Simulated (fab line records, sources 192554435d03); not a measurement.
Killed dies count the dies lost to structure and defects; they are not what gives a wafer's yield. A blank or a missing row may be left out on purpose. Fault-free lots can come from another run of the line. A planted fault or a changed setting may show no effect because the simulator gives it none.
Chamber matching || flow n5-finfet || ald-sin-02 running N5_STI_FIN_REVEAL_ALD_00: 4 sister chambers
The step deposits SiO2, target thk 1 nm, pulse time 1 s. 8 wafers are shown with their chamber, then 12 later ones without.

## WAFERS PAIRED WITH THEIR CHAMBERS
{"wafer": "L088.5", "chamber": 0, "heater-power-w (W)": 515, "chamber-pressure-Torr (Torr)": 1.998}
{"wafer": "L089.1", "chamber": 2, "heater-power-w (W)": 548, "chamber-pressure-Torr (Torr)": 2.001}
{"wafer": "L089.5", "chamber": 1, "heater-power-w (W)": 541, "chamber-pressure-Torr (Torr)": 1.997}
{"wafer": "L090.5", "chamber": 3, "heater-power-w (W)": 519, "chamber-pressure-Torr (Torr)": 1.998}
{"wafer": "L090.6", "chamber": 2, "heater-power-w (W)": 536, "chamber-pressure-Torr (Torr)": 1.999}
{"wafer": "L091.2", "chamber": 1, "heater-power-w (W)": 535, "chamber-pressure-Torr (Torr)": 2.004}
{"wafer": "L091.4", "chamber": 0, "heater-power-w (W)": 510, "chamber-pressure-Torr (Torr)": 1.999}
{"wafer": "L091.5", "chamber": 3, "heater-power-w (W)": 500, "chamber-pressure-Torr (Torr)": 1.999}

## WAFERS WITHOUT THEIR CHAMBER
{"wafer": "L092.2", "heater-power-w (W)": 522, "chamber-pressure-Torr (Torr)": 1.999}
{"wafer": "L092.3", "heater-power-w (W)": 491, "chamber-pressure-Torr (Torr)": 1.999}
{"wafer": "L092.5", "heater-power-w (W)": 536, "chamber-pressure-Torr (Torr)": 1.998}
{"wafer": "L094.2", "heater-power-w (W)": 519, "chamber-pressure-Torr (Torr)": 2.001}
{"wafer": "L094.3", "heater-power-w (W)": 516, "chamber-pressure-Torr (Torr)": 2.003}
{"wafer": "L094.5", "heater-power-w (W)": 537, "chamber-pressure-Torr (Torr)": 2.003}
{"wafer": "L095.3", "heater-power-w (W)": 512, "chamber-pressure-Torr (Torr)": 2.002}
{"wafer": "L095.4", "heater-power-w (W)": 545, "chamber-pressure-Torr (Torr)": 1.993}
{"wafer": "L095.5", "heater-power-w (W)": 539, "chamber-pressure-Torr (Torr)": 1.998}
{"wafer": "L097.1", "heater-power-w (W)": 548, "chamber-pressure-Torr (Torr)": 2.003}
{"wafer": "L097.2", "heater-power-w (W)": 510, "chamber-pressure-Torr (Torr)": 2.000}
{"wafer": "L097.3", "heater-power-w (W)": 533, "chamber-pressure-Torr (Torr)": 2.003}

## WHICH CHAMBER EACH WENT THROUGH
{"wafer": "L092.2", "from the rows above": "can't be placed: 0 or 3 or 1 or 2", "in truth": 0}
{"wafer": "L092.3", "from the rows above": "can't be placed: 3 or 0", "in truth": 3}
{"wafer": "L092.5", "from the rows above": "can't be placed: 1 or 2 or 0", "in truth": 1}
{"wafer": "L094.2", "from the rows above": "can't be placed: 0 or 3 or 1 or 2", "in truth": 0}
{"wafer": "L094.3", "from the rows above": "can't be placed: 0 or 3 or 1 or 2", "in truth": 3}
{"wafer": "L094.5", "from the rows above": "can't be placed: 1 or 2", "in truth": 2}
{"wafer": "L095.3", "from the rows above": "can't be placed: 0 or 3 or 1", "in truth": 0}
{"wafer": "L095.4", "from the rows above": "can't be placed: 2 or 1 or 0", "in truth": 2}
{"wafer": "L095.5", "from the rows above": "can't be placed: 2 or 1", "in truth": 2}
{"wafer": "L097.1", "from the rows above": "can't be placed: 2 or 1", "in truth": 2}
{"wafer": "L097.2", "from the rows above": "can't be placed: 3 or 0", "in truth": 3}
{"wafer": "L097.3", "from the rows above": "can't be placed: 1 or 2 or 0", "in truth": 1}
Placed correctly: 0 of 12. Not placeable from these rows: 12 (in 12, the candidates include the true chamber). Number placed wrongly: 0.
How it was worked out, from the rows above alone: a wafer's distance from a chamber is the root of the sum, over the readings, of the square of ((its reading less the chamber's mean) divided by the reading's scatter). The wafer belongs to the nearest chamber; if the next one is less than 2 further off, it can't be placed. The mean given for a chamber averages the wafers shown for that chamber. The scatter is the square root of a quotient: the sum, over the shown wafers, of each reading's squared deviation from its chamber's mean, divided by wafers minus chambers.
